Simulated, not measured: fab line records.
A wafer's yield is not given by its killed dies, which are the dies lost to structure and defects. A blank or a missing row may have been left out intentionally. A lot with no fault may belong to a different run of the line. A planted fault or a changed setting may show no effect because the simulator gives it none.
fab line records    flow n5_finfet
record: lots: 7  wafers: 21
route steps=1938 shown ZERO_LAYER@6 WELL_APT@21 STI_FIN_REVEAL@190 DUMMY_GATE@215 SDB@369 HKMG_FIN@428 GATE_CUT@477
start_h: start of the lot's first displayed wafer, in hours after the record's first day    wait_h: hours since the lot's step before    " as in the row above    L1.1+2: several wafers, shown together as one row    - either no value or no given start    * or withheld: withheld    < > ~ a bound
route shown NAME@n: NAME is a module with steps in the file, n the number in the route of the first one    usual: mean/standard deviation of fault-free wafers    same: alike in all rows    chamber/n: place in a boat    sites: readings site by site    _std_site: how widely they spread, as a standard deviation    _edge_site: mean of outer sites minus mean of inner sites    radius_mm: for every site, how far away it sits from the centre of the wafer    mask NAME#n: copy n    behind: the last tool/chamber to shape the wafer    hold: why the lot went on hold/how many hours it stayed there/how the hold came to an end    device: the n, p or np transistor that did not switch    end of line: the same wafers' tests at the end of the route    a step without rows: its recipe alone    killed: not the wafer's yield, but the dies lost to structure and defects at the first sort    map: shows each die of a wafer: x if killed, . if not, _ if none is there
set.NAME: setting as actually run; set.NAME@STEP: the setting as run at that earlier step    model.NAME: the simulator's own value behind a step, which no gauge read
lots with deliberately changed settings; one table per step, one row per wafer
== steps ==
step: N5_ZERO_LAYER_COAT_05
recipe: spin_rpm: 1500  resist_thk_nm: 1000
lot.wafer  tool            chamber  start_h  wait_h  set.spin_rpm  model.coat_of_ZERO_LAYER_COAT_05.thk_nm
L075.2     litho_track-04  0        -        -       1500          1006
L075.4     "               0        "        "       1500          1002
L075.6     "               0        "        "       1500          1005
L078.1     litho_track-05  0        -        -       1351          1051
L078.4     "               0        "        "       1500          996.6
L078.6     "               0        "        "       1351          1049
L082.2     litho_track-04  0        -        -       1500          995.8
L082.3     "               0        "        "       1571          974.7
L082.6     "               0        "        "       1500          998
L084.1     litho_track-05  0        -        -       1500          1003
L084.2     "               0        "        "       1500          1001
L084.3     "               0        "        "       1500          1004
L087.4     litho_track-05  0        -        -       1500          1001
L087.5     "               0        "        "       1500          997.9
L087.6     "               0        "        "       1639          956.8
L093.2     litho_track-05  0        -        -       1354          1048
L093.4     "               0        "        "       1500          998.3
L093.5     "               0        "        "       1500          994.5
L096.1+4   litho_track-02  0        -        -       1410          1029
L096.5     "               0        "        "       1500          998.2
step: N5_ZERO_LAYER_EXPOSE_08
recipe: mask_id: ZERO  na: 0.55  source_shape: conventional  sigma_outer: 0.8  polarization: unpolarized  defocus_nm: 0  target_cd_nm: 2000  dose_mj: 16.2
lot.wafer   tool            chamber  start_h  wait_h  mask    set.dose_mj
L075.2+6    krf_scanner-01  0        18.60    -       ZERO#0  16.2
L075.4      "               0        "        "       ZERO#0  15.02
L078.1+4+6  krf_scanner-01  0        36.50    -       ZERO#0  16.2
L082.2+3+6  krf_scanner-01  0        60.47    -       ZERO#0  16.2
L084.1+2+3  krf_scanner-01  0        72.59    -       ZERO#0  16.2
L087.4      krf_scanner-01  0        90.49    -       ZERO#0  15.33
L087.5+6    "               0        "        "       ZERO#0  16.2
L093.2+4+5  krf_scanner-02  0        126.49   -       ZERO#0  16.2
L096.1+4+5  krf_scanner-01  0        144.46   -       ZERO#0  16.2
step: N5_ZERO_LAYER_PEB_09
recipe: peb_temp_c: withheld  peb_time_s: *
step: N5_ZERO_LAYER_DEVELOP_10
recipe: develop_time_s: 60  rinse_liquid: diw  dry: air_spin  dev_temp_c: 21
step: N5_ZERO_LAYER_HARDBAKE_23
recipe: temp_c: 130  time_s: 120
step: N5_ZERO_LAYER_CD_MEAS_11
recipe: target_cd_nm: 2000  landing_energy_ev: 500  detector: se_inlens
usual: cd_nm: 2000.3/1.8
lot.wafer  tool       chamber  start_h  wait_h  set.dose_mj@ZERO_LAYER_EXPOSE_08  cd_nm
L075.2     cd_sem-01  0        18.77    -       16.2                              2000.0
L075.4     "          0        "        "       15.02                             1987.3
L075.6     "          0        "        "       16.2                              2002.1
L078.1     cd_sem-03  0        36.67    -       16.2                              1997.8
L078.4     "          0        "        "       16.2                              1998.8
L078.6     "          0        "        "       16.2                              2001.4
L082.2     cd_sem-01  0        60.64    -       16.2                              2000.8
L082.3     "          0        "        "       16.2                              2003.4
L082.6     "          0        "        "       16.2                              1997.6
L084.1     cd_sem-01  0        72.77    -       16.2                              2001.4
L084.2     "          0        "        "       16.2                              2003.5
L084.3     "          0        "        "       16.2                              2002.1
L087.4     cd_sem-01  0        90.65    -       15.33                             1990.1
L087.5     "          0        "        "       16.2                              1999.8
L087.6     "          0        "        "       16.2                              2001.2
L093.2     cd_sem-02  0        126.67   -       16.2                              1996.3
L093.4     "          0        "        "       16.2                              2000.5
L093.5     "          0        "        "       16.2                              2000.4
L096.1     cd_sem-01  0        144.64   -       16.2                              1995.1
L096.4     "          0        "        "       16.2                              1997.2
L096.5     "          0        "        "       16.2                              1999.7
step: N5_ZERO_LAYER_DESCUM_16
recipe: chemistry: O2  time_s: 7.9  source_power_w: 50  bias_power_w: 20  pressure_mtorr: 20  rf_frequency_hz: 2.712e+07  temp_c: 40  o2_flow_sccm: 225
lot.wafer  tool         chamber  start_h  wait_h  set.dose_mj@ZERO_LAYER_EXPOSE_08  model.ZERO_LAYER.cd_nm
L075.2     rie_diel-01  0        18.81    0.0     16.2                              2000
L075.4     "            0        "        "       15.02                             1987
L075.6     "            1        "        "       16.2                              2002
L078.1     rie_diel-05  1        36.97    0.3     16.2                              1998
L078.4     "            1        "        "       16.2                              1999
L078.6     "            0        "        "       16.2                              2001
L082.2     rie_diel-01  3        60.68    0.0     16.2                              2001
L082.3     "            2        "        "       16.2                              2003
L082.6     "            1        "        "       16.2                              1998
L084.1     rie_diel-02  2        72.80    0.0     16.2                              2001
L084.2     "            1        "        "       16.2                              2004
L084.3     "            0        "        "       16.2                              2002
L087.4     rie_diel-02  3        90.68    0.0     15.33                             1990
L087.5     "            0        "        "       16.2                              2000
L087.6     "            1        "        "       16.2                              -
L093.2     rie_diel-05  3        126.97   0.3     16.2                              1996
L093.4     "            2        "        "       16.2                              2001
L093.5     "            3        "        "       16.2                              2000
L096.1     rie_diel-02  2        144.79   0.1     16.2                              1995
L096.4     "            0        "        "       16.2                              1997
L096.5     "            3        "        "       16.2                              2000
step: N5_ZERO_LAYER_ETCH_17
recipe: chemistry: CF4  target: SiO2  target_depth_a: 120  time_s: 13.3  ion_energy_ev: 350  pressure_mtorr: 40  source_w: 450  bias_w: 215  Ar_flow_sccm: 100  cf4_flow_sccm: 100
lot.wafer  tool         chamber  start_h  wait_h  set.dose_mj@ZERO_LAYER_EXPOSE_08  model.ZERO_LAYER.cd_nm
L075.2     rie_diel-01  0        18.85    0.0     16.2                              2000
L075.4     "            0        "        "       15.02                             1987
L075.6     "            1        "        "       16.2                              2002
L078.1     rie_diel-05  1        37.00    0.0     16.2                              1998
L078.4     "            1        "        "       16.2                              1999
L078.6     "            0        "        "       16.2                              2001
L082.2     rie_diel-01  3        60.71    0.0     16.2                              2001
L082.3     "            2        "        "       16.2                              2003
L082.6     "            1        "        "       16.2                              1998
L084.1+3   rie_diel-02  2,0      72.84    0.0     16.2                              2001
L084.2     "            1        "        "       16.2                              2004
L087.4     rie_diel-02  3        90.72    0.0     15.33                             1990
L087.5     "            0        "        "       16.2                              1999
L087.6     "            1        "        "       16.2                              2001
L093.2     rie_diel-05  3        127.01   0.0     16.2                              1996
L093.4     "            2        "        "       16.2                              2001
L093.5     "            3        "        "       16.2                              2000
L096.1     rie_diel-02  2        144.83   0.0     16.2                              1995
L096.4     "            0        "        "       16.2                              1997
L096.5     "            3        "        "       16.2                              2000
step: N5_ZERO_LAYER_ETCH_18
recipe: chemistry: HBr/Cl2  target: Si  target_depth_a: 1200  time_s: 40  pressure_mtorr: 10  icp_w: 800  bias_w: 75  HBr_flow_sccm: 150  Cl2_flow_sccm: 80
lot.wafer  tool       chamber  start_h  wait_h  set.spin_rpm@ZERO_LAYER_COAT_05  model.coat_of_ZERO_LAYER_COAT_05.thk_nm
L075.2     rie_si-04  3        18.92    0.0     1500                             935.9
L075.4     "          1        "        "       1500                             933.4
L075.6     "          0        "        "       1500                             935.2
L078.1     rie_si-04  1        37.07    0.0     1351                             982.7
L078.4     "          0        "        "       1500                             926.5
L078.6     "          0        "        "       1351                             978.4
L082.2     rie_si-03  2        60.79    0.0     1500                             926.2
L082.3     "          0        "        "       1571                             904.4
L082.6     "          0        "        "       1500                             927.8
L084.1     rie_si-02  1        72.91    0.0     1500                             933.1
L084.2     "          2        "        "       1500                             930.7
L084.3     "          3        "        "       1500                             933.5
L087.4     rie_si-03  3        90.79    0.0     1500                             932.3
L087.5     "          2        "        "       1500                             928.1
L087.6     "          3        "        "       1639                             887.4
L093.2     rie_si-04  0        127.09   0.1     1354                             977.6
L093.4     "          2        "        "       1500                             930
L093.5     "          2        "        "       1500                             925.8
L096.1     rie_si-03  1        144.90   0.0     1410                             959
L096.4     "          2        "        "       1410                             959.4
L096.5     "          3        "        "       1500                             929.2
step: N5_ZERO_LAYER_STRIP_24
recipe: chemistry: O2  power_w: 1000  temp_c: 250  overash_fraction: 0.3  pressure_mtorr: 1000  o2_flow_sccm: 6750
usual: strip_time_to_endpoint_s: 43.83/0.097
lot.wafer  tool             chamber  start_h  wait_h  set.spin_rpm@ZERO_LAYER_COAT_05  strip_time_to_endpoint_s
L075.2     plasma_asher-01  1        19.02    0.1     1500                             44.02
L075.4     "                0        "        "       1500                             43.94
L075.6     "                0        "        "       1500                             44.00
L078.1     plasma_asher-01  0        37.18    0.1     1351                             45.41
L078.4     "                0        "        "       1500                             43.71
L078.6     "                0        "        "       1351                             45.28
L082.2     plasma_asher-01  1        60.89    0.1     1500                             43.72
L082.3     "                0        "        "       1571                             43.05
L082.6     "                1        "        "       1500                             43.77
L084.1     plasma_asher-01  0        73.02    0.1     1500                             43.92
L084.2     "                1        "        "       1500                             43.87
L084.3     "                1        "        "       1500                             43.93
L087.4     plasma_asher-02  0        90.91    0.1     1500                             43.90
L087.5     "                0        "        "       1500                             43.79
L087.6     "                1        "        "       1639                             42.56
L093.2     plasma_asher-01  1        127.20   0.1     1354                             45.27
L093.4     "                0        "        "       1500                             43.84
L093.5     "                0        "        "       1500                             43.71
L096.1     plasma_asher-02  0        145.01   0.1     1410                             44.71
L096.4     "                1        "        "       1410                             44.72
L096.5     "                1        "        "       1500                             43.82
step: N5_WELL_APT_COAT_02
recipe: spin_rpm: 1357  resist_thk_nm: 950
lot.wafer  tool            chamber  start_h  wait_h  set.spin_rpm  model.coat_of_WELL_APT_COAT_02.thk_nm
L075.2     litho_track-01  0        -        -       1357          951.6
L075.4     "               0        "        "       1357          953
L075.6     "               0        "        "       1434          926.8
L078.1     litho_track-03  0        -        -       1453          916.6
L078.4     "               0        "        "       1453          915.7
L078.6     "               0        "        "       1357          946.5
L082.2     litho_track-04  0        -        -       1357          953.9
L082.3     "               0        "        "       1357          954.8
L082.6     "               0        "        "       1357          952.8
L084.1     litho_track-04  0        -        -       1357          946
L084.2     "               0        "        "       1357          948.7
L084.3     "               0        "        "       1357          945.9
L087.4     litho_track-04  0        -        -       1357          950.4
L087.5     "               0        "        "       1244          993
L087.6     "               0        "        "       1244          994.4
L093.2     litho_track-04  0        -        -       1459          914.1
L093.4     "               0        "        "       1357          948.7
L093.5     "               0        "        "       1357          946.9
L096.1     litho_track-01  0        -        -       1357          943.4
L096.4     "               0        "        "       1497          899.1
L096.5     "               0        "        "       1497          900.3
step: N5_STI_FIN_REVEAL_ETCHBACK_08
recipe: chemistry: C4F6/O2  target: SiO2  target_depth_a: 305  time_s: 10.167  ion_energy_ev: 250  pressure_mtorr: 30  source_w: 345  bias_w: 185  Ar_flow_sccm: 300  C4F6_flow_sccm: 10  O2_flow_sccm: 10
lot.wafer   tool         chamber  start_h  wait_h  set.time_s
L075.2+4+6  rie_diel-03  1,0,3    39.61    0.2     10.167
L078.1      rie_diel-04  2        60.76    0.2     10.167
L078.4+6    "            0        "        "       9.172
L082.2+3+6  rie_diel-03  0,1,0    82.32    0.2     8.35
L084.1+2+3  rie_diel-03  1,3,0    96.10    0.2     10.167
L087.4+5+6  rie_diel-06  0,2,3    113.36   0.2     10.167
L093.2+4+5  rie_diel-03  0,1,3    148.86   0.2     10.167
L096.1+4    rie_diel-06  3,0      166.45   0.3     11.85
L096.5      "            0        "        "       10.167
step: N5_STI_FIN_REVEAL_STRIP_24
recipe: chemistry: N2/H2  time_s: 90  power_w: 100  temp_c: 40  pressure_mtorr: 100  rf_frequency_hz: 6e+07  bias_power_w: 3  n2_flow_sccm: 300  h2_flow_sccm: 300
step: N5_STI_FIN_REVEAL_PRECLEAN_25
recipe: chemistry: SPM  time_s: 90  temp_c: 120  mix: 4:1
step: N5_STI_FIN_REVEAL_SRD_23
recipe: dry: ipa_marangoni  time_s: 30  temp_c: 23  rinse_liquid: diw
step: N5_STI_FIN_REVEAL_FIN_H_MEAS_10
usual: trench_depth_nm: 52.0/0.86
lot.wafer  tool    chamber  start_h  wait_h  set.time_s@STI_FIN_REVEAL_ETCHBACK_08  trench_depth_nm
L075.2     ocd-02  -        42.92    0.0     10.167                                 52.3
L075.4     "       -        "        "       10.167                                 52.6
L075.6     "       -        "        "       10.167                                 52.2
L078.1     ocd-02  -        65.63    0.0     10.167                                 52.1
L078.4     "       -        "        "       9.172                                  49.1
L078.6     "       -        "        "       9.172                                  49.4
L082.2     ocd-02  -        85.83    0.0     8.35                                   47.1
L082.3     "       -        "        "       8.35                                   46.6
L082.6     "       -        "        "       8.35                                   46.7
L084.1     ocd-01  -        100.66   0.0     10.167                                 51.9
L084.2     "       -        "        "       10.167                                 51.0
L084.3     "       -        "        "       10.167                                 52.9
L087.4     ocd-01  -        116.33   0.0     10.167                                 51.9
L087.5     "       -        "        "       10.167                                 52.2
L087.6     "       -        "        "       10.167                                 51.1
L093.2     ocd-02  -        153.86   0.0     10.167                                 52.1
L093.4     "       -        "        "       10.167                                 51.2
L093.5     "       -        "        "       10.167                                 53.7
L096.1     ocd-02  -        170.99   0.0     11.85                                  56.2
L096.4     "       -        "        "       11.85                                  56.4
L096.5     "       -        "        "       10.167                                 50.7
step: N5_DUMMY_GATE_CVD_03
recipe: material: a-Si  target_thk_a: 1500  temp_c: 530  precursor: SiH4  time_s: 8042
lot.wafer  tool      chamber  start_h  wait_h  set.temp_c  model.a-Si_of_DUMMY_GATE_CVD_03.thk_nm
L075.2     -         -        -        0.1     543.4       217.4
L075.4     "         -        "        "       543.4       216.2
L075.6     "         -        "        "       543.4       216
L078.1     -         -        -        0.1     516.1       100.4
L078.4     "         -        "        "       516.1       99.4
L078.6     "         -        "        "       516.1       101.2
L082.2     -         -        -        0.1     516.6       105
L082.3     "         -        "        "       516.6       103.8
L082.6     "         -        "        "       516.6       104
L084.1     lpcvd-02  0/90     101.89   0.1     530         149.6
L084.2     "         0/95     "        "       530         150.8
L084.3     "         0/100    "        "       530         149.8
L087.4     -         -        -        0.1     539.7       198.4
L087.5     "         -        "        "       539.7       196.6
L087.6     "         -        "        "       539.7       197
L093.2     -         -        -        0.1     542.9       213
L093.4+5   "         -        "        "       542.9       214.4
L096.1     -         -        -        0.1     552.4       278.4
L096.4     "         -        "        "       552.4       278.2
L096.5     "         -        "        "       552.4       279.6
step: N5_DUMMY_GATE_COAT_28
recipe: resist: underlayer  temp_c: 205  time_s: 60  spin_rpm: 1500  resist_thk_nm: 10
lot.wafer   tool            chamber  start_h  wait_h  set.spin_rpm  model.underlayer_of_DUMMY_GATE_COAT_28.thk_nm
L075.2+6    litho_track-05  0        -        -       1548          9.8
L075.4      "               0        "        "       1500          10
L078.1+6    litho_track-05  0        -        -       1500          10
L078.4      "               0        "        "       1587          9.8
L082.2+3+6  litho_track-02  0        -        -       1500          10
L084.1+2+3  litho_track-04  0        -        -       1500          10
L087.4+6    litho_track-02  0        -        -       1500          10
L087.5      "               0        "        "       1662          9.6
L093.2+4    litho_track-04  0        -        -       1500          10
L093.5      "               0        "        "       1403          10.4
L096.1+4+5  litho_track-02  0        -        -       1500          10
step: N5_SDB_CUT_ETCH_26
recipe: chemistry: HBr/Cl2/O2  target: Si  target_depth_a: 1296  bt_time_s: 20  mask_material: SiNx  time_s: 51.8  ion_energy_ev: *  bias_w: *  pressure_mtorr: 10  icp_w: 800  HBr_flow_sccm: 150  Cl2_flow_sccm: 80  O2_flow_sccm: 12
lot.wafer  tool       chamber  start_h  wait_h  set.icp_w  model.etch.depth_nm  model.SDB.feature_depth_nm
L075.2     rie_si-04  3        72.91    0.1     800        129.9                130
L075.4     "          1        "        "       800        125.1                125.2
L075.6     "          3        "        "       800        130.6                130.6
L078.1     rie_si-02  3        94.57    0.1     918.9      139.8                139.8
L078.4     "          1        "        "       918.9      138.1                138.2
L078.6     "          0        "        "       800        129.4                129.4
L082.2     rie_si-03  0        118.12   0.1     800        132.4                132.4
L082.3     "          2        "        "       800        127.4                127.4
L082.6     "          0        "        "       933.7      142.6                142.6
L084.1     rie_si-02  2        129.90   0.1     800        131.7                131.6
L084.2     "          3        "        "       800        130.9                131
L084.3     "          1        "        "       800        129.8                129.8
L087.4     rie_si-02  3        145.09   0.0     800        131.8                131.8
L087.5     "          0        "        "       800        128.8                128.8
L087.6     "          1        "        "       800        129.2                129.2
L093.2     rie_si-03  0        183.19   0.1     846.7      137                  137
L093.4     "          2        "        "       800        131.6                131.6
L093.5     "          1        "        "       846.7      135                  135
L096.1     rie_si-02  2        200.34   0.1     754.9      127.2                127.2
L096.4     "          0        "        "       800        127.5                127.6
L096.5     "          1        "        "       754.9      123.7                123.6
step: N5_SDB_ALD_29
recipe: material: SiNx  target_thk_a: 300  temp_c: 400  ald_precursor_family: SiH2I2  ald_co_reactant: N2/H2-plasma  pulse_time_s: 1  ald_cycles: 600  purge_time_s: 2  co_reactant_purge_time_s: 2  pressure_torr: 2
lot.wafer  tool        chamber  start_h  wait_h  set.ald_cycles  model.SiNx_of_SDB_ALD_29.thk_nm
L075.2+6   ald_sin-04  3        73.09    0.0     600             30
L075.4     "           1        "        "       648             32.6
L078.1     ald_sin-04  2        94.83    0.1     675             33.8
L078.4     "           0        "        "       600             30.4
L078.6     "           3        96.19    1.5     675             34
L082.2+6   ald_sin-03  1,0      118.30   0.0     600             30
L082.3     "           3        "        "       656             32.8
L084.1+3   ald_sin-03  2,3      130.08   0.0     600             29.8
L084.2     "           1        "        "       600             30
L087.4     ald_sin-04  1        145.28   0.0     527             26.2
L087.5     "           2        146.63   1.4     600             30
L087.6     "           3        "        "       600             29.8
L093.2+5   ald_sin-04  0        183.37   0.0     600             30.2
L093.4     "           2        "        "       562             28.2
L096.1     ald_sin-02  2        200.53   0.0     600             29.8
L096.4+5   "           2,1      201.88   1.4     600             30
step: N5_SDB_CMP_30
recipe: stop_on: poly-Si  t_overpolish_s: 1.54  post_cmp_clean: alkaline_brush  down_force_psi: 4.1491  platen_rpm: 51.796  pad_velocity_m_s: 1.0306  target_thk_nm: 30
lot.wafer  tool    chamber  start_h  wait_h  set.ald_cycles@SDB_ALD_29  model.SiNx_of_SDB_ALD_29.thk_nm
L075.4     cmp-02  0        75.86    1.4     648                        30.8
L075.2+6   "       1,3      "        "       600                        30
L078.4     cmp-04  3        97.57    1.4     600                        30.4
L078.1     "       1        "        "       675                        28.8
L078.6     "       0        "        "       675                        29.4
L082.2+6   cmp-01  2        121.26   1.6     600                        30
L082.3     "       3        "        "       656                        31
L084.1+3   cmp-02  2,0      133.00   1.6     600                        29.8
L084.2     "       3        "        "       600                        30
L087.4     cmp-01  1        148.05   1.4     527                        26.2
L087.6     "       0        "        "       600                        29.8
L087.5     "       1        "        "       600                        30
L093.4     cmp-01  1        186.10   1.4     562                        28.2
L093.2+5   "       3,1      "        "       600                        30.2
L096.1     cmp-04  1        203.26   1.4     600                        29.8
L096.4+5   "       2        "        "       600                        30
step: N5_HKMG_FIN_PEB_10
recipe: peb_temp_c: withheld  peb_time_s: 60  resist: CAR-ArF
lot.wafer   tool            chamber  start_h  wait_h  set.peb_time_s
L075.2      litho_track-01  0        81.18    0.0     56.47
L075.4+6    "               0        "        "       60
L078.1      litho_track-03  0        102.62   0.1     60
L078.4+6    "               0        "        "       50.31
L082.2+3    litho_track-02  0        126.43   0.0     70.69
L082.6      "               0        "        "       60
L084.1+2+3  litho_track-01  0        138.42   0.1     60
L087.4      litho_track-02  0        153.37   0.0     60
L087.5+6    "               0        "        "       50.4
L093.2      litho_track-03  0        191.43   0.0     60
L093.4+5    "               0        "        "       51.88
L096.1+4    litho_track-02  0        208.90   0.1     60
L096.5      "               0        "        "       50.78
step: N5_HKMG_FIN_DEVELOP_11
recipe: develop_time_s: 30  developer: TMAH  resist: CAR-ArF  dev_temp_c: 23  rinse_liquid: diw  dry: air_spin
lot.wafer   tool            chamber  start_h  wait_h  set.develop_time_s
L075.2+4+6  litho_track-01  0        -        -       30
L078.1+4+6  litho_track-03  0        -        -       30
L082.2      litho_track-02  0        -        -       30
L082.3+6    "               0        "        "       34.82
L084.1+2+3  litho_track-01  0        -        -       30
L087.4+5    litho_track-02  0        -        -       28.29
L087.6      "               0        "        "       30
L093.2+4    litho_track-03  0        -        -       27.04
L093.5      "               0        "        "       30
L096.1+4+5  litho_track-02  0        -        -       30
step: N5_HKMG_FIN_CD_MEAS_12
recipe: target_cd_nm: 92.8  landing_energy_ev: 500  detector: se_inlens
usual: cd_nm: 92.5/0.68
lot.wafer  tool       chamber  start_h  wait_h  set.peb_time_s@HKMG_FIN_PEB_10  cd_nm
L075.2     cd_sem-01  0        81.25    -       56.47                           90.1
L075.4     "          0        "        "       60                              93.2
L075.6     "          0        "        "       60                              92.3
L078.1     cd_sem-03  0        102.68   -       60                              93.3
L078.4     "          0        "        "       50.31                           86.2
L078.6     "          0        "        "       50.31                           86.2
L082.2     cd_sem-01  0        126.50   -       70.69                           98.4
L082.3     "          0        "        "       70.69                           99.5
L082.6     "          0        "        "       60                              94.2
L084.1     cd_sem-01  0        138.49   -       60                              93.4
L084.2     "          0        "        "       60                              92.9
L084.3     "          0        "        "       60                              92.7
L087.4     cd_sem-03  0        153.44   -       60                              91.7
L087.5     "          0        "        "       50.4                            86.1
L087.6     "          0        "        "       50.4                            85.0
L093.2     cd_sem-03  0        191.50   -       60                              92.0
L093.4     "          0        "        "       51.88                           87.8
L093.5     "          0        "        "       51.88                           88.1
L096.1     cd_sem-01  0        208.97   -       60                              91.7
L096.4     "          0        "        "       60                              91.9
L096.5     "          0        "        "       50.78                           86.6
step: N5_GATE_CUT_HM_DEP_46
recipe: material: SiO2  target_thk_a: 1300  temp_c: 400  precursor: TEOS/O2  pressure_torr: 6.5  rf_w: 900  teos_flow_sccm: 161.4  gas: O2  flow_sccm: 2650  time_s: 26.6
lot.wafer  tool      chamber  start_h  wait_h  set.time_s  model.SiO2_of_GATE_CUT_HM_DEP_46.thk_nm
L075.2     pecvd-02  0        89.17    0.0     26.6        130.4
L075.4+6   "         0        "        "       26.6        131.6
L078.1+4   pecvd-02  0        110.81   0.0     26.6        131.8
L078.6     "         1        "        "       26.6        133.8
L082.2     pecvd-03  0        134.23   0.0     26.6        132.4
L082.3     "         2        "        "       27.9        136.8
L082.6     "         0        "        "       26.6        134.8
L084.1     pecvd-02  0        146.29   0.0     26.6        129.8
L084.2     "         2        "        "       26.6        127.8
L084.3     "         1        "        "       26.6        129.4
L087.4     pecvd-02  0        163.26   0.1     22.78       114
L087.5     "         1        "        "       22.78       115.8
L087.6     "         2        "        "       26.6        130.8
L093.2     pecvd-02  0        199.39   0.0     23.86       119.4
L093.4     "         2        "        "       26.6        131.4
L093.5     "         0        "        "       26.6        134.4
L096.1     pecvd-03  1        216.73   0.0     28.36       139
L096.4     "         2        "        "       26.6        130.4
L096.5     "         1        "        "       28.36       140.8
== key ==
split: step: N5_ZERO_LAYER_COAT_05  setting: spin_rpm  stated: 1500  by: wafer
response: step: N5_ZERO_LAYER_COAT_05  reading: model.coat_of_ZERO_LAYER_COAT_05.thk_nm  change: -5.09  per: 1%  r: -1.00
response: step: N5_ZERO_LAYER_ETCH_18  reading: model.coat_of_ZERO_LAYER_COAT_05.thk_nm  change: -5.04  per: 1%  r: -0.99
response: step: N5_ZERO_LAYER_STRIP_24  reading: strip_time_to_endpoint_s  change: *  per: 1%  r: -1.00
split: step: N5_ZERO_LAYER_EXPOSE_08  setting: dose_mj  stated: 16.2  by: wafer
response: step: N5_ZERO_LAYER_CD_MEAS_11  reading: cd_nm  change: +1.91  per: 1%  r: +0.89
response: step: N5_ZERO_LAYER_DESCUM_16  reading: model.ZERO_LAYER.cd_nm  change: +1.82  per: 1%  r: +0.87
response: step: N5_ZERO_LAYER_ETCH_17  reading: model.ZERO_LAYER.cd_nm  change: +1.86  per: 1%  r: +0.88
split: step: N5_WELL_APT_COAT_02  setting: spin_rpm  stated: 1357  by: wafer
response: step: N5_WELL_APT_COAT_02  reading: model.coat_of_WELL_APT_COAT_02.thk_nm  change: -4.53  per: 1%  r: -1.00
split: step: N5_STI_FIN_REVEAL_ETCHBACK_08  setting: time_s  stated: 10.167  by: wafer
response: step: N5_STI_FIN_REVEAL_FIN_H_MEAS_10  reading: trench_depth_nm  change: +0.326  per: 1%  r: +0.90
split: step: N5_DUMMY_GATE_CVD_03  setting: temp_c  stated: 530  by: lot
response: step: N5_DUMMY_GATE_CVD_03  reading: model.a-Si_of_DUMMY_GATE_CVD_03.thk_nm  change: +24.4  per: 1%  r: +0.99
split: step: N5_DUMMY_GATE_COAT_28  setting: spin_rpm  stated: 1500  by: wafer
response: step: N5_DUMMY_GATE_COAT_28  reading: model.underlayer_of_DUMMY_GATE_COAT_28.thk_nm  change: -0.043  per: 1%  r: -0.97
split: step: N5_SDB_CUT_ETCH_26  setting: icp_w  stated: 800  by: wafer
response: step: N5_SDB_CUT_ETCH_26  reading: model.etch.depth_nm  change: +0.691  per: 1%  r: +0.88
response: step: N5_SDB_CUT_ETCH_26  reading: model.SDB.feature_depth_nm  change: +0.694  per: 1%  r: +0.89
split: step: N5_SDB_ALD_29  setting: ald_cycles  stated: 600  by: wafer
response: step: N5_SDB_ALD_29  reading: model.SiNx_of_SDB_ALD_29.thk_nm  change: +0.299  per: 1%  r: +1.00
response: step: N5_SDB_CMP_30  reading: model.SiNx_of_SDB_ALD_29.thk_nm  shape: bent  at_lowest: 26.2  at_stated: 30  at_highest: 29.1
split: step: N5_HKMG_FIN_PEB_10  setting: peb_time_s  stated: 60  by: wafer
response: step: N5_HKMG_FIN_CD_MEAS_12  reading: cd_nm  change: +0.347  per: 1%  r: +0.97
split: step: N5_HKMG_FIN_DEVELOP_11  setting: develop_time_s  stated: 30  by: wafer
response none clear
split: step: N5_GATE_CUT_HM_DEP_46  setting: time_s  stated: 26.6  by: wafer
response: step: N5_GATE_CUT_HM_DEP_46  reading: model.SiO2_of_GATE_CUT_HM_DEP_46.thk_nm  change: +1.17  per: 1%  r: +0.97
